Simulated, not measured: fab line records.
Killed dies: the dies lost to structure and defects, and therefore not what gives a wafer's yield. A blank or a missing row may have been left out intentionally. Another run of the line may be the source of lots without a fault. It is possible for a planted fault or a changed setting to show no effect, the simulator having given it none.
fab line records	flow nand-harc
record lots=12	wafers=36	last-day=33
route steps=1302 shown P_CONTACT@236 P_M0@258 END@1302
lots with no fault: from the same line, run without faults
start-h: hours from the record's first day to the start of the lot's first wafer shown	wait-h: how many hours have passed since the lot's step before this one	" unchanged from the row above	L1.1+2: several wafers, shown together as one row	- no value, or no start given	* or withheld: withheld	< > ~ a bound
route shown NAME@n: NAME is a module with steps in the file, n the number in the route of the first one	usual: mean/standard deviation taken from wafers without a fault	same: alike in all rows	chamber/n: place in a boat	sites: the reading at each site	_std_site: standard deviation of those values	_edge_site: inner sites' mean taken away from outer sites' mean	radius-mm: for every site, how far away it sits from the centre of the wafer	mask NAME#n: copy n	behind: the tool/chamber that last shaped the wafer	hold: why the lot was held/for how many hours/how that ended	device: the n, p or np transistor that did not switch	end of line: at the end of the route, the tests of the same wafers	where a step has no rows: the recipe by itself	killed: not the wafer's yield, but the dies lost to structure and defects at the first sort	map: a wafer's dies, marking killed ones x, the rest . and places with no die _
set.NAME: the setting the step ran with; set.NAME@STEP: the setting that earlier step ran with	model.NAME: the simulator's own value behind a step, which no gauge read
one table for each step of the route and one row for each wafer, over a sample of lots
services: when a tool's chamber went out of use (start-h, in hours from the record's first day, below 0 if earlier), for how many hours, and the reason
## steps
# step NHARC_P_CONTACT_ETCH_35
# recipe target-depth-a=390	over-etch-frac=0.3	time-s=65	ion-energy-ev=80	cf4-flow-sccm=150	ar-flow-sccm=0	rf-w=300	bias-w=100	chemistry=CF4
# usual drypump-motor-current-A=5.4/0.45	oes-product-au=0.998/0.0091	rf-fwd-power-W=297.3/1.2	rf-vpp-V=151.3/1.2	showerhead-plenum-p-Torr=1.77/0.063	throttle-valve-pct=13.283/0.0094
lot.wafer	tool	chamber	start-h	wait-h	drypump-motor-current-A	oes-product-au	rf-fwd-power-W	rf-hours-counter-h	rf-vpp-V	showerhead-plenum-p-Torr	throttle-valve-pct
L502.2	rie-diel-04	2	114.11	0.1	5.8	1.012	296.9	2.7	150.3	1.77	13.283
L502.5	"	0	"	"	5.6	1.002	295.9	-	151.3	1.71	13.291
L502.6	"	1	"	"	5.0	1.004	295.9	-	154.4	1.86	13.281
L504.2	rie-diel-13	3	147.63	0.1	5.9	1.004	297.4	8.2	150.9	1.81	13.271
L504.1	"	1	"	"	5.4	0.987	298.7	9.0	149.9	1.69	13.280
L504.6	"	3	"	"	5.9	0.999	297.8	-	152.1	1.80	13.279
L505.1	rie-diel-10	0	152.89	0.1	5.8	1.004	298.4	1.9	151.4	1.82	13.294
L505.3	"	1	"	"	4.8	1.000	297.3	1.7	149.1	1.68	13.286
L505.5	"	3	"	"	4.9	1.004	298.6	-	149.8	1.74	13.286
L506.3	rie-diel-10	3	156.61	0.1	4.8	0.996	296.6	2.2	150.4	1.74	13.295
L506.2	"	0	"	"	5.8	1.000	297.4	2.3	151.9	1.82	13.304
L506.4	"	1	"	"	4.9	0.986	297.3	2.0	151.0	1.68	13.278
L508.3	rie-diel-13	1	182.66	0.1	5.4	1.006	297.9	0.6	148.3	1.69	13.292
L508.5	"	0	"	"	5.8	0.999	294.5	-	151.3	1.74	13.272
L508.6	"	1	"	"	5.4	1.002	299.2	-	148.6	1.69	13.290
L512.4	rie-diel-13	0	215.72	0.1	5.9	0.996	297.4	2.6	151.2	1.74	13.299
L512.2	"	1	"	"	5.4	1.017	298.3	2.7	150.1	1.69	13.276
L512.5	"	0	"	"	5.9	0.997	297.9	-	151.4	1.74	13.287
L513.3	rie-diel-13	2	232.60	0.1	6.2	0.994	297.0	4.1	151.5	1.87	13.281
L513.1	"	3	"	"	5.9	0.981	298.3	4.1	152.3	1.80	13.273
L513.6	"	2	"	"	6.3	0.994	296.6	-	151.1	1.87	13.270
L514.4	rie-diel-04	0	237.03	0.1	5.6	0.995	295.5	0.9	149.3	1.71	13.274
L514.2	"	1	"	"	5.0	0.994	297.3	0.9	152.4	1.86	13.269
L514.5	"	0	"	"	5.6	0.999	296.2	-	150.6	1.71	13.289
L515.4	rie-diel-04	1	263.63	0.1	5.0	0.993	297.3	1.5	152.7	1.86	13.306
L515.3	"	2	"	"	5.8	1.009	295.7	1.6	151.0	1.77	13.277
L515.1	"	3	"	"	5.1	1.005	298.4	1.8	152.4	1.86	13.276
L518.1	rie-diel-13	3	277.68	0.1	5.9	0.989	297.5	5.5	151.9	1.80	13.281
L518.4	"	1	"	"	5.4	1.007	301.5	5.4	150.4	1.69	13.276
L518.6	"	2	"	"	6.3	1.010	298.4	-	152.1	1.87	13.264
L520.4	rie-diel-10	1	293.53	0.1	4.8	0.997	296.3	0.9	150.0	1.68	13.289
L520.2	"	2	"	"	5.4	1.009	297.0	1.0	152.3	1.77	13.277
L520.5	"	1	"	"	4.9	1.006	297.4	-	151.5	1.68	13.302
L524.1	rie-diel-10	2	337.60	0.1	5.4	0.993	296.6	2.8	151.4	1.77	13.286
L524.4	"	3	"	"	4.8	1.027	295.3	2.6	149.9	1.74	13.282
L524.6	"	1	"	"	4.8	0.995	298.3	-	149.3	1.68	13.275
# step NHARC_P_CONTACT_CMP_24
# recipe t-overpolish-s=30	target-thk-nm=200
# usual motor-current-A=12.0/1.3	overpolish-run-s=30.001/0.0091	time-to-endpoint-s=39/3.4
lot.wafer	tool	chamber	start-h	wait-h	motor-current-A	overpolish-run-s	time-to-endpoint-s
L502.2	cmp-03	0	116.73	0.5	15.4	30.000	44
L502.5	"	3	"	"	11.5	30.021	42
L502.6	"	0	"	"	15.6	30.016	42
L504.1	cmp-03	2	150.38	0.5	11.9	29.995	40
L504.2	"	1	"	"	10.7	30.000	37
L504.6	"	2	"	"	11.3	29.984	38
L505.1	cmp-01	0	155.47	0.5	13.1	30.009	45
L505.3	"	1	"	"	12.3	30.006	44
L505.5	"	1	"	"	12.2	30.001	46
L506.4	cmp-03	0	159.23	0.3	14.6	30.004	42
L506.2	"	1	"	"	10.7	30.011	38
L506.3	"	2	"	"	11.2	29.998	40
L508.3	cmp-01	1	185.27	0.4	11.9	29.997	42
L508.6	"	0	"	"	12.5	30.004	42
L508.5	"	1	"	"	12.1	30.004	42
L512.2	cmp-04	3	218.41	0.6	11.1	29.994	37
L512.4	"	1	"	"	13.7	30.014	38
L512.5	"	2	"	"	10.6	29.993	38
L513.3	cmp-03	2	235.30	0.3	11.8	29.988	34
L513.1	"	3	"	"	12.1	29.985	37
L513.6	"	1	"	"	10.2	29.999	34
L514.2	cmp-01	0	239.71	0.5	13.0	29.987	41
L514.4	"	2	"	"	12.6	29.990	42
L514.5	"	0	"	"	13.5	30.001	42
L515.3	cmp-04	3	266.27	0.4	11.4	30.008	33
L515.4	"	0	"	"	11.7	29.983	36
L515.1	"	1	"	"	13.0	30.008	36
L518.4	cmp-04	0	280.37	0.3	11.7	29.999	39
L518.1	"	2	"	"	11.2	29.977	37
L518.6	"	1	"	"	13.2	30.003	39
L520.4	cmp-01	3	296.16	0.4	10.6	29.999	44
L520.2	"	0	"	"	12.1	30.015	39
L520.5	"	2	"	"	12.3	29.993	37
L524.4	cmp-04	1	340.21	0.3	12.7	30.010	37
L524.1	"	3	"	"	10.6	29.992	36
L524.6	"	0	"	"	11.5	29.997	39
# step NHARC_P_M0_SOFTBAKE_04
# recipe temp-c=105	time-s=55
# usual heater-power-total-W=188.44/0.14	plate-temp-C=105.01/0.13
lot.wafer	tool	chamber	start-h	wait-h	heater-power-total-W	plate-temp-C
L502.2	litho-track-04	0	117	-	188.47	104.84
L502.5	"	0	"	"	188.34	105.06
L502.6	"	0	"	"	188.33	105.21
L504.1	litho-track-01	0	151	-	188.47	104.85
L504.2	"	0	"	"	188.27	104.89
L504.6	"	0	"	"	188.77	105.06
L505.1	litho-track-04	0	156	-	188.28	105.07
L505.3	"	0	"	"	188.75	105.07
L505.5	"	0	"	"	188.34	104.97
L506.2	litho-track-06	0	160	-	188.33	105.08
L506.3	"	0	"	"	188.32	104.99
L506.4	"	0	"	"	188.33	105.05
L508.3	litho-track-04	0	186	-	188.74	104.87
L508.5	"	0	"	"	188.39	104.88
L508.6	"	0	"	"	188.32	104.89
L512.2	litho-track-04	0	219	-	188.33	105.02
L512.4	"	0	"	"	188.29	104.94
L512.5	"	0	"	"	188.81	104.84
L513.1	litho-track-06	0	236	-	188.33	104.94
L513.3	"	0	"	"	188.37	104.98
L513.6	"	0	"	"	188.46	105.10
L514.2	litho-track-06	0	240	-	188.67	104.86
L514.4	"	0	"	"	188.35	105.23
L514.5	"	0	"	"	188.23	105.04
L515.1	litho-track-04	0	267	-	188.44	104.97
L515.3	"	0	"	"	188.51	104.88
L515.4	"	0	"	"	188.38	105.00
L518.1	litho-track-04	0	281	-	184.36	104.82
L518.4	"	0	"	"	184.14	105.01
L518.6	"	0	"	"	183.93	104.97
L520.2	litho-track-04	0	296	-	184.03	105.01
L520.4	"	0	"	"	183.97	104.95
L520.5	"	0	"	"	184.06	105.17
L524.1	litho-track-01	0	341	-	188.53	104.98
L524.4	"	0	"	"	188.30	104.97
L524.6	"	0	"	"	188.30	105.11
# step NHARC_P_M0_INSPECT_11
# usual raw-defect-count=4.0/2.3
lot.wafer	tool	chamber	start-h	wait-h	raw-defect-count
L502.2	defect-inspect-02	-	118.16	0.0	3
L502.5	"	-	"	"	1
L502.6	"	-	"	"	3
L504.1	defect-inspect-02	-	151.68	0.0	8
L504.2	"	-	"	"	7
L504.6	"	-	"	"	6
L505.1	defect-inspect-02	-	156.77	0.0	4
L505.3	"	-	"	"	4
L505.5	"	-	"	"	3
L506.2	defect-inspect-02	-	160.54	0.0	1
L506.3	"	-	"	"	6
L506.4	"	-	"	"	3
L508.3	defect-inspect-02	-	186.68	0.0	2
L508.5	"	-	"	"	4
L508.6	"	-	"	"	3
L512.2	defect-inspect-01	-	219.81	0.0	1
L512.4	"	-	"	"	2
L512.5	"	-	"	"	3
L513.1	defect-inspect-02	-	236.58	0.0	9
L513.3	"	-	"	"	6
L513.6	"	-	"	"	5
L514.2	defect-inspect-01	-	241.11	0.0	3
L514.4	"	-	"	"	0
L514.5	"	-	"	"	1
L515.1	defect-inspect-02	-	267.54	0.0	6
L515.3	"	-	"	"	4
L515.4	"	-	"	"	3
L518.1	defect-inspect-01	-	281.81	0.0	6
L518.4	"	-	"	"	4
L518.6	"	-	"	"	5
L520.2	defect-inspect-01	-	297.54	0.0	5
L520.4	"	-	"	"	4
L520.5	"	-	"	"	5
L524.1	defect-inspect-02	-	341.62	0.0	7
L524.4	"	-	"	"	2
L524.6	"	-	"	"	2
# step NHARC_END_SORT_01
# recipe temp-c=25
# usual defect-limited-yield=90.6/2.9	killed-at-array=59/20	killed-at-other=0.8/1.2	killed-at-periphery=3.5/2.2	killed-dies=63/20	killed-open=3.3/1.8	killed-short=2.6/1.7
# same gross-dies=677
lot.wafer	tool	chamber	start-h	wait-h	defect-limited-yield[%]	killed-at-array	killed-at-other	killed-at-periphery	killed-dies	killed-open	killed-short
L502.2	prober-01	0	552.69	2.8	94.1	40	0	0	40	2	3
L502.5	prober-01	0	555.10	3.7	93.8	40	1	1	42	1	0
L502.6	prober-01	0	555.90	4.0	93.8	36	0	6	42	2	2
L504.1	prober-02	0	587.88	2.5	89.8	65	0	4	69	1	1
L504.2	prober-02	0	588.68	2.8	87.0	85	0	3	88	3	7
L504.6	prober-02	0	591.91	4.0	87.4	80	1	4	85	8	3
L505.1	prober-01	0	592.37	2.5	89.2	71	0	2	73	0	1
L505.3	prober-01	0	593.95	3.1	89.5	68	0	3	71	5	2
L505.5	prober-01	0	595.52	3.6	88.3	79	0	0	79	2	1
L506.2	prober-02	0	596.53	2.8	92.9	39	5	4	48	5	4
L506.3	prober-02	0	597.32	3.1	93.6	37	2	4	43	2	2
L506.4	prober-02	0	598.12	3.4	93.6	38	3	2	43	2	4
L508.3	prober-01	0	628.66	3.1	86.3	87	4	2	93	1	4
L508.5	prober-01	0	630.27	3.7	88.3	74	2	3	79	2	5
L508.6	prober-01	0	631.08	4.0	86.6	84	3	4	91	6	3
L513.1	prober-01	0	664.84	2.5	91.4	51	0	7	58	3	1
L513.3	prober-01	0	666.42	3.1	93.4	40	1	4	45	0	1
L513.6	prober-01	0	668.79	4.0	91.7	52	0	4	56	1	1
L512.2	prober-02	0	671.47	2.8	94.7	33	0	3	36	4	2
L512.4	prober-02	0	673.05	3.4	93.2	38	3	5	46	8	1
L512.5	prober-02	0	673.84	3.7	95.3	28	0	4	32	2	3
L514.2	prober-01	0	679.39	2.8	84.9	100	1	1	102	1	5
L514.4	prober-01	0	680.98	3.4	85.2	99	0	1	100	4	4
L514.5	prober-01	0	681.78	3.7	86.1	93	0	1	94	4	1
L515.1	prober-01	0	693.13	2.5	93.6	39	1	3	43	2	1
L515.3	prober-01	0	694.74	3.1	94.2	35	0	4	39	6	2
L515.4	prober-01	0	695.54	3.4	95.6	27	1	2	30	2	1
L518.1	prober-02	0	709.96	2.5	87.3	83	0	3	86	6	4
L518.4	prober-02	0	712.37	3.4	88.0	70	1	10	81	4	6
L518.6	prober-02	0	713.97	4.0	88.3	73	0	6	79	5	2
L520.2	prober-01	0	736.17	2.8	85.7	91	0	6	97	4	5
L520.4	prober-01	0	737.77	3.4	87.1	82	0	5	87	2	3
L520.5	prober-01	0	738.57	3.7	86.0	87	0	8	95	5	3
L524.1	prober-02	0	796.50	2.5	87.9	75	1	6	82	3	3
L524.4	prober-02	0	798.89	3.4	89.4	66	3	3	72	2	6
L524.6	prober-02	0	800.49	4.0	87.0	84	0	4	88	1	1
# killed by level:class
L502.2 A_CHANNEL_HOLE_D2:chamber-film-flake=28 A_ONON_D1:geometric-particle:short=2 A_ONON_D1:geometric-particle:open=2 A_STAIRCASE:chamber-film-flake=2 A_CONTACT:chamber-film-flake=2 A_DECK1_JOINT:geometric-particle:short=1 A_CHANNEL_FILL_D1:chamber-film-flake=1 A_DECK1_JOINT:chamber-film-flake=1
L502.5 A_CHANNEL_HOLE_D2:chamber-film-flake=24 A_CONTACT:chamber-film-flake=6 A_CHANNEL_HOLE_D1:chamber-film-flake=4 A_DECK1_JOINT:chamber-film-flake=2 A_STAIRCASE:chamber-film-flake=2 A_BLC:geometric-particle:open=1 P_BONDPAD:chamber-film-flake=1 A_CHANNEL_FILL_D2:chamber-film-flake=1
L502.6 A_CHANNEL_HOLE_D2:chamber-film-flake=23 A_CONTACT:chamber-film-flake=5 P_GATE:chamber-film-flake=3 A_STAIRCASE:chamber-film-flake=3 P_BONDPAD:chamber-film-flake=2 A_DECK1_JOINT:chamber-film-flake=2 P_CONTACT:geometric-particle:open=1 A_ONON_D1:geometric-particle:short=1
L504.1 A_CHANNEL_HOLE_D2:chamber-film-flake=26 A_SLIT:chamber-film-flake=25 A_CONTACT:chamber-film-flake=6 A_STAIRCASE:chamber-film-flake=4 P_ZERO_WELL:chamber-film-flake=2 A_CHANNEL_HOLE_D1:chamber-film-flake=2 P_M0:geometric-particle:open=1 A_CONTACT:geometric-particle:short=1
L504.2 A_CHANNEL_HOLE_D2:chamber-film-flake=36 A_SLIT:chamber-film-flake=30 A_CONTACT:chamber-film-flake=4 P_GATE:chamber-film-flake=3 A_CHANNEL_FILL_D2:geometric-particle:open=2 A_WL_FILL:geometric-particle:short=2 A_BLC:geometric-particle:short=2 A_STAIRCASE:chamber-film-flake=2
L504.6 A_CHANNEL_HOLE_D2:chamber-film-flake=32 A_SLIT:chamber-film-flake=26 A_CHANNEL_HOLE_D1:chamber-film-flake=6 A_STAIRCASE:chamber-film-flake=3 A_ONON_D2:geometric-particle:open=2 A_WL_FILL:geometric-particle:short=2 A_CONTACT:chamber-film-flake=2 P_CONTACT:geometric-particle:open=1
L505.1 A_SLIT:chamber-film-flake=33 A_CHANNEL_HOLE_D1:chamber-film-flake=28 A_CHANNEL_HOLE_D2:chamber-film-flake=7 A_ONON_D1:geometric-particle:short=1 P_STI:chamber-film-flake=1 P_GATE:chamber-film-flake=1 A_ZERO_WELL:chamber-film-flake=1 A_STAIRCASE:chamber-film-flake=1
L505.3 A_SLIT:chamber-film-flake=30 A_CHANNEL_HOLE_D1:chamber-film-flake=21 A_CHANNEL_HOLE_D2:chamber-film-flake=3 A_STAIRCASE:chamber-film-flake=3 A_ONON_D1:geometric-particle:open=2 A_CONTACT:chamber-film-flake=2 P_CONTACT:geometric-particle:short=1 A_SOURCE_PLATE:geometric-particle:short=1
L505.5 A_CHANNEL_HOLE_D1:chamber-film-flake=33 A_SLIT:chamber-film-flake=30 A_CHANNEL_HOLE_D2:chamber-film-flake=9 A_WL_FILL:chamber-film-flake=2 A_ONON_D1:geometric-particle:open=1 A_CHANNEL_HOLE_D1:geometric-particle:short=1 A_WL_FILL:geometric-particle:open=1 A_CHANNEL_FILL_D1:chamber-film-flake=1
L506.2 A_CHANNEL_HOLE_D2:chamber-film-flake=24 THIN_TSV:chamber-film-flake=5 A_CONTACT:chamber-film-flake=4 P_CONTACT:geometric-particle:open=2 P_ZERO_WELL:chamber-film-flake=2 A_STAIRCASE:chamber-film-flake=2 A_ONON_D1:geometric-particle:short=1 A_CHANNEL_HOLE_D1:geometric-particle:short=1
L506.3 A_CHANNEL_HOLE_D2:chamber-film-flake=20 A_CONTACT:chamber-film-flake=5 A_STAIRCASE:chamber-film-flake=4 A_CHANNEL_HOLE_D1:chamber-film-flake=3 P_GATE:chamber-film-flake=2 A_SLIT:chamber-film-flake=2 THIN_TSV:chamber-film-flake=2 P_CONTACT:geometric-particle:open=1
L506.4 A_CHANNEL_HOLE_D2:chamber-film-flake=25 A_CONTACT:chamber-film-flake=4 THIN_TSV:chamber-film-flake=3 A_CHANNEL_FILL_D2:geometric-particle:short=2 A_CHANNEL_HOLE_D1:chamber-film-flake=2 P_GATE:geometric-particle:open=1 A_CHANNEL_FILL_D1:geometric-particle:short=1 A_CHANNEL_HOLE_D2:geometric-particle:short=1
L508.3 A_CHANNEL_HOLE_D2:chamber-film-flake=39 A_SLIT:chamber-film-flake=28 A_STAIRCASE:chamber-film-flake=5 THIN_TSV:chamber-film-flake=4 A_CHANNEL_HOLE_D1:chamber-film-flake=3 A_WL_FILL:chamber-film-flake=3 A_CONTACT:chamber-film-flake=3 A_DECK1_JOINT:geometric-particle:short=2
L508.5 A_SLIT:chamber-film-flake=32 A_CHANNEL_HOLE_D2:chamber-film-flake=21 A_STAIRCASE:chamber-film-flake=7 A_CHANNEL_HOLE_D1:chamber-film-flake=3 A_SGD_CUT:chamber-film-flake=3 A_CONTACT:chamber-film-flake=2 P_CONTACT:geometric-particle:short=1 P_CONTACT:geometric-particle:open=1
L508.6 A_SLIT:chamber-film-flake=34 A_CHANNEL_HOLE_D2:chamber-film-flake=30 A_CHANNEL_HOLE_D1:chamber-film-flake=4 A_M0:geometric-particle:open=3 A_ZERO_WELL:chamber-film-flake=3 THIN_TSV:chamber-film-flake=3 A_STAIRCASE:chamber-film-flake=3 P_CONTACT:geometric-particle:open=1
L513.1 A_CHANNEL_HOLE_D1:chamber-film-flake=29 A_ZERO_WELL:chamber-film-flake=6 A_CONTACT:chamber-film-flake=4 A_BLC:chamber-film-flake=4 P_GATE:chamber-film-flake=3 A_SLIT:chamber-film-flake=3 A_CHANNEL_FILL_D2:chamber-film-flake=2 A_STAIRCASE:chamber-film-flake=2
L513.3 A_CHANNEL_HOLE_D1:chamber-film-flake=24 A_CONTACT:chamber-film-flake=5 A_STAIRCASE:chamber-film-flake=3 P_GATE:chamber-film-flake=2 A_BONDPAD:chamber-film-flake=2 A_CHANNEL_FILL_D2:geometric-particle:short=1 P_ZERO_WELL:chamber-film-flake=1 P_M1:chamber-film-flake=1
L513.6 A_CHANNEL_HOLE_D1:chamber-film-flake=33 A_CONTACT:chamber-film-flake=4 A_BLC:chamber-film-flake=4 P_GATE:chamber-film-flake=3 A_ZERO_WELL:chamber-film-flake=3 A_CHANNEL_FILL_D2:chamber-film-flake=2 A_STAIRCASE:chamber-film-flake=2 A_WL_FILL:geometric-particle:short=1
L512.2 A_CHANNEL_HOLE_D2:chamber-film-flake=12 A_CHANNEL_HOLE_D1:chamber-film-flake=7 A_M0:geometric-particle:open=2 P_M2:chamber-film-flake=2 A_DECK1_JOINT:chamber-film-flake=2 A_CHANNEL_FILL_D2:chamber-film-flake=2 A_SLIT:chamber-film-flake=2 A_CONTACT:chamber-film-flake=2
L512.4 A_CHANNEL_HOLE_D2:chamber-film-flake=22 A_WL_FILL:geometric-particle:open=4 A_CHANNEL_HOLE_D1:chamber-film-flake=3 THIN_TSV:chamber-film-flake=3 P_M2:chamber-film-flake=2 A_CONTACT:chamber-film-flake=2 P_M0:geometric-particle:open=1 P_M1:geometric-particle:short=1
L512.5 A_CHANNEL_HOLE_D2:chamber-film-flake=14 A_CHANNEL_HOLE_D1:chamber-film-flake=3 A_DECK1_JOINT:chamber-film-flake=3 P_M1:chamber-film-flake=2 A_CHANNEL_FILL_D2:chamber-film-flake=2 A_CONTACT:chamber-film-flake=2 P_M0:geometric-particle:short=1 A_CHANNEL_FILL_D1:geometric-particle:open=1
L514.2 A_SLIT:chamber-film-flake=29 A_CHANNEL_HOLE_D1:chamber-film-flake=28 A_CHANNEL_HOLE_D2:chamber-film-flake=26 A_CONTACT:chamber-film-flake=7 A_DECK1_JOINT:geometric-particle:short=2 A_CHANNEL_HOLE_D1:geometric-particle:short=1 A_CHANNEL_HOLE_D2:geometric-particle:short=1 A_CONTACT:geometric-particle:open=1
L514.4 A_CHANNEL_HOLE_D1:chamber-film-flake=38 A_SLIT:chamber-film-flake=27 A_CHANNEL_HOLE_D2:chamber-film-flake=11 A_CONTACT:chamber-film-flake=10 A_WL_FILL:geometric-particle:short=2 A_STAIRCASE:chamber-film-flake=2 P_GATE:geometric-particle:open=1 A_DECK1_JOINT:geometric-particle:open=1
L514.5 A_SLIT:chamber-film-flake=37 A_CHANNEL_HOLE_D1:chamber-film-flake=26 A_CHANNEL_HOLE_D2:chamber-film-flake=16 A_CONTACT:chamber-film-flake=5 P_CONTACT:geometric-particle:open=1 A_CHANNEL_FILL_D1:geometric-particle:open=1 A_DECK1_JOINT:geometric-particle:short=1 A_DECK1_JOINT:geometric-particle:open=1
L515.1 A_CHANNEL_HOLE_D1:chamber-film-flake=14 A_CONTACT:chamber-film-flake=9 A_SLIT:chamber-film-flake=5 A_SGD_CUT:chamber-film-flake=3 P_STI:chamber-film-flake=2 A_CHANNEL_FILL_D2:chamber-film-flake=2 A_M0:chamber-film-flake=2 A_DECK1_JOINT:geometric-particle:short=1
L515.3 A_SGD_CUT:chamber-film-flake=8 A_CONTACT:chamber-film-flake=8 A_CHANNEL_HOLE_D1:chamber-film-flake=7 A_SLIT:chamber-film-flake=2 A_M0:chamber-film-flake=2 P_STI:geometric-particle:open=1 A_SOURCE_PLATE:geometric-particle:open=1 A_ONON_D1:geometric-particle:open=1
L515.4 A_SGD_CUT:chamber-film-flake=11 A_CONTACT:chamber-film-flake=5 A_CHANNEL_HOLE_D1:chamber-film-flake=4 A_M0:chamber-film-flake=2 A_ONON_D1:geometric-particle:short=1 A_CHANNEL_FILL_D1:geometric-particle:open=1 A_BLC:geometric-particle:open=1 P_STI:chamber-film-flake=1
L518.1 A_SLIT:chamber-film-flake=26 A_CHANNEL_HOLE_D2:chamber-film-flake=14 A_CONTACT:chamber-film-flake=13 A_CHANNEL_HOLE_D1:chamber-film-flake=10 A_STAIRCASE:chamber-film-flake=9 A_M0:geometric-particle:open=3 A_ONON_D1:geometric-particle:short=1 A_CHANNEL_FILL_D1:geometric-particle:short=1
L518.4 A_SLIT:chamber-film-flake=27 A_CHANNEL_HOLE_D2:chamber-film-flake=22 P_M2:chamber-film-flake=7 A_CONTACT:chamber-film-flake=7 A_STAIRCASE:chamber-film-flake=4 A_SOURCE_PLATE:geometric-particle:short=2 A_CHANNEL_HOLE_D1:chamber-film-flake=2 P_CONTACT:geometric-particle:short=1
L518.6 A_SLIT:chamber-film-flake=29 A_CHANNEL_HOLE_D2:chamber-film-flake=19 A_STAIRCASE:chamber-film-flake=7 A_CHANNEL_HOLE_D1:chamber-film-flake=5 A_CONTACT:chamber-film-flake=5 P_M2:chamber-film-flake=3 A_M0:geometric-particle:open=2 P_GATE:chamber-film-flake=2
L520.2 A_CHANNEL_HOLE_D1:chamber-film-flake=29 A_SLIT:chamber-film-flake=26 A_CHANNEL_HOLE_D2:chamber-film-flake=21 A_SGD_CUT:chamber-film-flake=3 A_WL_FILL:chamber-film-flake=2 A_CONTACT:chamber-film-flake=2 P_STI:geometric-particle:short=1 P_STI:geometric-particle:open=1
L520.4 A_CHANNEL_HOLE_D1:chamber-film-flake=36 A_SLIT:chamber-film-flake=26 A_CHANNEL_HOLE_D2:chamber-film-flake=15 A_WL_FILL:geometric-particle:open=2 P_ZERO_WELL:chamber-film-flake=2 P_BONDPAD:chamber-film-flake=2 A_SOURCE_PLATE:geometric-particle:short=1 A_CHANNEL_FILL_D1:geometric-particle:short=1
L520.5 A_CHANNEL_HOLE_D1:chamber-film-flake=35 A_SLIT:chamber-film-flake=27 A_CHANNEL_HOLE_D2:chamber-film-flake=16 P_BONDPAD:chamber-film-flake=3 P_M0:geometric-particle:open=2 P_ZERO_WELL:chamber-film-flake=2 A_STAIRCASE:chamber-film-flake=2 A_SGD_CUT:chamber-film-flake=2
L524.1 A_SLIT:chamber-film-flake=27 A_CHANNEL_HOLE_D1:chamber-film-flake=18 A_CONTACT:chamber-film-flake=18 P_GATE:chamber-film-flake=3 A_ZERO_WELL:chamber-film-flake=2 A_WL_FILL:chamber-film-flake=2 P_GATE:geometric-particle:open=1 A_CHANNEL_FILL_D1:geometric-particle:short=1
L524.4 A_SLIT:chamber-film-flake=27 A_CHANNEL_HOLE_D1:chamber-film-flake=14 A_CONTACT:chamber-film-flake=11 A_WL_FILL:chamber-film-flake=3 THIN_TSV:chamber-film-flake=3 A_WL_FILL:geometric-particle:short=2 A_ZERO_WELL:chamber-film-flake=2 P_M0:geometric-particle:short=1
L524.6 A_CHANNEL_HOLE_D1:chamber-film-flake=30 A_SLIT:chamber-film-flake=30 A_CONTACT:chamber-film-flake=12 A_WL_FILL:chamber-film-flake=3 P_GATE:chamber-film-flake=2 P_BONDPAD:chamber-film-flake=2 A_BLC:chamber-film-flake=2 A_SGD_CUT:geometric-particle:open=1
## services
tool	chamber	start-h	hours	kind
cmp-03	-	100.36	4.0	pm
cmp-01	-	110.05	1.7	repair
cmp-04	-	111.10	4.0	pm
rie-diel-10	1	120.14	4.9	repair
rie-diel-13	0	128.78	46.4	repair
cmp-04	-	143.98	8.0	repair
cmp-01	-	148.99	0.5	repair
cmp-01	-	158.13	1.1	repair
rie-diel-13	-	165.00	9.0	pm
cmp-01	-	185.50	4.0	pm
cmp-01	-	197.83	3.6	repair
cmp-03	-	198.36	4.0	pm
litho-track-04	-	203.00	7.0	pm
cmp-04	-	209.10	4.0	pm
rie-diel-10	-	242.50	9.0	pm
cmp-04	-	262.07	1.1	repair
cmp-01	-	283.50	4.0	pm
cmp-03	-	290.85	1.1	repair
cmp-03	-	296.36	4.0	pm
cmp-01	-	301.11	0.6	repair
cmp-04	-	307.21	4.0	pm
rie-diel-13	1	318.85	16.9	repair
cmp-03	-	323.05	0.3	repair
rie-diel-10	1	331.39	4.3	repair
## key
first-sign step=NHARC_P_M0_SOFTBAKE_04	reading=heater-power-total-W	direction=down	sigmas=31	usual=*	struck=*
effect none on later readings
met-at NHARC_P_M0_SOFTBAKE_04
struck-lots L518,L520
not-acting-at NHARC_P_CONTACT_ETCH_35,NHARC_P_CONTACT_CMP_24,NHARC_P_M0_INSPECT_11
onset-between 267 281
fault kind=process-parameter-drift	tool=litho-track-04	chamber=-	onset-h=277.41	steps=NHARC_P_M0_SOFTBAKE_04	channel=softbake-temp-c	offset=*	shape=step	end-h=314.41	acts-in=*	stated=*
